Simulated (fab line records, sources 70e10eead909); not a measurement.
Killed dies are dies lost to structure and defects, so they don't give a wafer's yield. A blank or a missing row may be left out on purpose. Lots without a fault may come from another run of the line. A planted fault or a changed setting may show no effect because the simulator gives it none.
Which tool did it? | flow nand_harc | 11 lots, 33 wafers sampled, at 7 steps of a route of 1159

WHAT THE GAUGES READ, wafer by wafer
NHARC_P_M1_CD_MEAS_09: target cd 130 nm. Usual: cd_nm 130.0 nm, standard deviation 0.43.
lot  | measured     | on        | cd_nm (nm)        | flag
L736 | day 5 18:58  | cd_sem-02 | 129.9 130.1 130.0 |
L737 | day 6 11:26  | cd_sem-02 | 130.1 130.1 129.8 |
L738 | day 6 14:24  | cd_sem-01 | 130.2 129.2 129.9 |
L739 | day 6 19:01  | cd_sem-01 | 130.3 130.3 130.2 |
L742 | day 6 21:36  | cd_sem-03 | 130.2 129.7 129.6 |
L740 | day 7 02:17  | cd_sem-02 | 130.0 129.6 129.9 |
L752 | day 10 03:02 | cd_sem-02 | 129.7 129.7 130.6 |
L757 | day 11 02:54 | cd_sem-01 | 130.6 130.3 130.4 |
L755 | day 11 09:14 | cd_sem-02 | 130.2 130.5 130.6 |
L758 | day 11 10:10 | cd_sem-03 | 129.9 129.6 129.3 |
L759 | day 11 19:23 | cd_sem-01 | 129.9 129.8 129.5 |

NHARC_P_M1_INSPECT_27. Usual: raw_defect_count 327, standard deviation 120.
lot  | measured     | on                | raw_defect_count | flag
L736 | day 5 21:44  | defect_inspect-01 | 308 453 447      |
L737 | day 6 14:12  | defect_inspect-02 | 324 334 286      |
L738 | day 6 17:39  | defect_inspect-02 | 330 241 464      |
L739 | day 6 21:49  | defect_inspect-01 | 404 542 358      |
L742 | day 7 00:35  | defect_inspect-02 | 220 258 278      |
L740 | day 7 05:04  | defect_inspect-01 | 343 329 393      |
L752 | day 10 05:47 | defect_inspect-01 | 164 1334 300     |
L757 | day 11 05:40 | defect_inspect-01 | 699 330 304      |
L755 | day 11 12:04 | defect_inspect-01 | 352 352 369      |
L758 | day 11 12:56 | defect_inspect-02 | 440 205 335      |
L759 | day 11 22:11 | defect_inspect-02 | 201 347 274      |

NHARC_P_M2_INSPECT_11. Usual: raw_defect_count 4.4, standard deviation 2.3.
lot  | measured     | on                | raw_defect_count | flag
L736 | day 5 23:08  | defect_inspect-02 | 2 3 4            |
L737 | day 6 15:43  | defect_inspect-01 | 0 5 6            |
L738 | day 6 19:14  | defect_inspect-01 | 2 8 9            |
L739 | day 6 23:28  | defect_inspect-01 | 10 4 3           |
L742 | day 7 02:07  | defect_inspect-02 | 5 2 2            |
L740 | day 7 06:39  | defect_inspect-01 | 5 6 4            |
L752 | day 10 07:34 | defect_inspect-01 | 6 1170 4         | OFF
L757 | day 11 07:04 | defect_inspect-01 | 7 4 3            |
L755 | day 11 13:35 | defect_inspect-01 | 2 1 2            |
L758 | day 11 14:24 | defect_inspect-01 | 5 4 3            |
L759 | day 11 23:43 | defect_inspect-01 | 5 4 4            |

NHARC_END_SORT_01. Usual: defect_limited_yield 95.3 %, standard deviation 1.7; killed_at_array 28, standard deviation 12; killed_at_other 0.8, standard deviation 1.1; killed_at_periphery 3.6, standard deviation 2.3; killed_dies 32, standard deviation 12; killed_open 3.4, standard deviation 1.9; killed_short 2.0, standard deviation 1.3; sort_bin_2_pct 1.4 %, standard deviation 0.61; sort_bin_3_pct 0.26 %, standard deviation 0.22; sort_bin_4_pct 3.0 %, standard deviation 1.2; sort_n_pass 645, standard deviation 12; sort_rim_yield_pct 95.8 %, standard deviation 2.9; sort_yield_pct 95.3 %, standard deviation 1.7.
lot  | measured     | on        | defect_limited_yield (%) | killed_at_array | killed_at_other | killed_at_periphery | killed_dies | killed_open | killed_short | sort_bin_2_pct (%) | sort_bin_3_pct (%) | sort_bin_4_pct (%) | sort_n_pass | sort_rim_yield_pct (%) | sort_yield_pct (%) | flag
L752 | day 23 08:17 | prober-02 | 91.3 17.7 93.1           | 53 16 42        | 2 2 1           | 4 539 4             | 59 557 47   | 3 1 4       | 2 2 3        | 2.7 36.6 2.7       | 0.30 6.06 0.44     | 5.8 39.6 3.8       | 618 120 630 | 96.2 18.9 93.4         | 91.3 17.7 93.1     | OFF

WHICH TOOL RAN EACH LOT (tool, then ch and the chambers of the sampled wafers, then the start)
lot  | NHARC_P_M0_STRIP_18                | NHARC_P_M0_ANNEAL_30             | NHARC_P_M1_CMP_23
L736 | rie_diel-04 ch 0,3, day 5 15:15    | rtp_anneal-01 ch 0, day 5 16:41  | cmp-01 ch 0,2,3, day 5 21:19
L737 | rie_diel-05 ch 0,2,3, day 6 07:55  | rtp_anneal-02 ch 0, day 6 09:13  | cmp-02 ch 1,2,3, day 6 13:43
L738 | rie_diel-04 ch 2,3, day 6 09:49    | rtp_anneal-02 ch 0, day 6 11:25  | cmp-03 ch 0,1,2, day 6 17:13
L739 | rie_diel-05 ch 1,2,3, day 6 15:32  | rtp_anneal-02 ch 0, day 6 16:48  | cmp-02 ch 1,2,3, day 6 21:22
L742 | rie_diel-04 ch 2,3, day 6 18:06    | rtp_anneal-02 ch 0, day 6 19:26  | cmp-03 ch 0,2, day 7 00:09
L740 | rie_diel-08 ch 1,2,3, day 6 22:23  | rtp_anneal-02 ch 0, day 6 23:58  | cmp-03 ch 0,2,3, day 7 04:35
L752 | rie_diel-05 ch 0,2, day 9 23:26    | rtp_anneal-01 ch 0, day 10 00:43 | cmp-02 ch 1,2, day 10 05:20
L757 | rie_diel-04 ch 1,2,3, day 10 23:23 | rtp_anneal-02 ch 0, day 11 00:40 | cmp-01 ch 0,2,3, day 11 05:11
L755 | rie_diel-08 ch 0,1,3, day 11 05:35 | rtp_anneal-02 ch 0, day 11 06:53 | cmp-01 ch 0,1,3, day 11 11:33
L758 | rie_diel-04 ch 2,3, day 11 06:10   | rtp_anneal-02 ch 0, day 11 07:36 | cmp-01 ch 0,1, day 11 12:29
L759 | rie_diel-08 ch 1,2, day 11 15:37   | rtp_anneal-01 ch 0, day 11 17:02 | cmp-01 ch 2,3, day 11 21:42
- NHARC_P_M0_STRIP_18: strips in N2/H2.
- NHARC_P_M0_ANNEAL_30: time 90 s.
- NHARC_P_M1_CMP_23: polishes, t overpolish 20 s, target thk 157.82 nm.

WHAT THE TOOLS THEMSELVES READ (means of the sampled wafers that have a number; where no wafer has one, the mark that the record gives instead)
NHARC_P_M0_STRIP_18. Usual: drypump_motor_current_A 5.8 A, standard deviation 0.37; n2_flow_sccm 150.0 sccm, standard deviation 0.46; oes_product_au 1.000 a.u., standard deviation 0.0075; rf_vpp_V 90.8 V, standard deviation 0.95; showerhead_plenum_p_Torr 2.05 Torr, standard deviation 0.06; throttle_valve_pct 14.171 %, standard deviation 0.0091.
lot  | tool        | drypump_motor_current_A (A) | n2_flow_sccm (sccm) | oes_product_au (a.u.) | rf_vpp_V (V) | showerhead_plenum_p_Torr (Torr) | throttle_valve_pct (%) | flag
L736 | rie_diel-04 | 6.2                         | 150.7               | 1.005                 | 91.1         | 2.05                            | 14.178                 |
L737 | rie_diel-05 | 5.9                         | 150.0               | 1.002                 | 90.7         | 2.04                            | 14.168                 |
L738 | rie_diel-04 | 5.7                         | 149.8               | 1.002                 | 91.2         | 2.06                            | 14.172                 |
L739 | rie_diel-05 | 5.8                         | 150.3               | 1.005                 | 89.9         | 2.00                            | 14.168                 |
L742 | rie_diel-04 | 5.7                         | 149.8               | 1.000                 | 90.7         | 2.06                            | 14.175                 |
L740 | rie_diel-08 | 5.8                         | 150.0               | 0.997                 | 90.7         | 2.07                            | 14.171                 |
L752 | rie_diel-05 | 5.7                         | 149.8               | 1.001                 | 90.8         | 2.04                            | 14.177                 |
L757 | rie_diel-04 | 5.6                         | 149.9               | 0.996                 | 91.0         | 2.06                            | 14.164                 |
L755 | rie_diel-08 | 5.8                         | 150.1               | 1.006                 | 91.6         | 2.01                            | 14.173                 |
L758 | rie_diel-04 | 5.7                         | 150.0               | 1.001                 | 90.7         | 2.06                            | 14.177                 |
L759 | rie_diel-08 | 5.9                         | 150.2               | 1.002                 | 90.8         | 2.10                            | 14.174                 |

NHARC_P_M0_ANNEAL_30. Usual: wafer_temp_C_max 226.11, standard deviation 0.26.
lot  | tool          | wafer_temp_C_max | flag
L736 | rtp_anneal-01 | 226.01           |
L737 | rtp_anneal-02 | 226.09           |
L738 | rtp_anneal-02 | 226.15           |
L739 | rtp_anneal-02 | 226.32           |
L742 | rtp_anneal-02 | 226.45           |
L740 | rtp_anneal-02 | 226.03           |
L752 | rtp_anneal-01 | 226.42           |
L757 | rtp_anneal-02 | 226.14           |
L755 | rtp_anneal-02 | 226.32           |
L758 | rtp_anneal-02 | 226.12           |
L759 | rtp_anneal-01 | 226.00           |

NHARC_P_M1_CMP_23. Usual: motor_current_A 12.1 A, standard deviation 1.5; time_to_endpoint_s 29.2 s, standard deviation 2.1.
lot  | tool   | motor_current_A (A) | time_to_endpoint_s (s) | flag
L736 | cmp-01 | 12.2                | 27.1                   |
L737 | cmp-02 | 11.6                | 31.3                   |
L738 | cmp-03 | 12.8                | 28.3                   |
L739 | cmp-02 | 12.2                | 29.1                   |
L742 | cmp-03 | 13.8                | 30.8                   |
L740 | cmp-03 | 13.0                | 29.1                   |
L752 | cmp-02 | 13.2                | 28.7                   |
L757 | cmp-01 | 11.9                | 31.0                   |
L755 | cmp-01 | 11.7                | 30.9                   |
L758 | cmp-01 | 12.4                | 27.7                   |
L759 | cmp-01 | 11.6                | 29.6                   |

THE ANSWER, worked out from the rows above alone
Rule: a lot is off if the mean of its wafers that have a number lies more than 3 standard deviations from the usual mean. A lot without any number at a reading at which 4 lots or more have one is off too. The other lots that the step has rows for count as sound. The gauges are gone through in route order, then the tools' own readings, and for those a lot's mean is taken as printed above. The first step at which some lot is off is used, and at that step the reading that is off furthest; a lot without a number counts as furthest.
Off: L752, at NHARC_P_M2_INSPECT_11 (raw_defect_count).
A tool fits if, at a process step before that reading, it ran every lot that is off, and no sound lot after the first of them. The gauges at NHARC_P_M2_INSPECT_11 aren't tried: what is off there is off at NHARC_END_SORT_01 too, on other tools, and a gauge's error can't cause that. Can't be told from this: 2 tools fit, rie_diel-05 at NHARC_P_M0_STRIP_18, cmp-02 at NHARC_P_M1_CMP_23.

WHAT THE SIMULATOR HAD PUT IN
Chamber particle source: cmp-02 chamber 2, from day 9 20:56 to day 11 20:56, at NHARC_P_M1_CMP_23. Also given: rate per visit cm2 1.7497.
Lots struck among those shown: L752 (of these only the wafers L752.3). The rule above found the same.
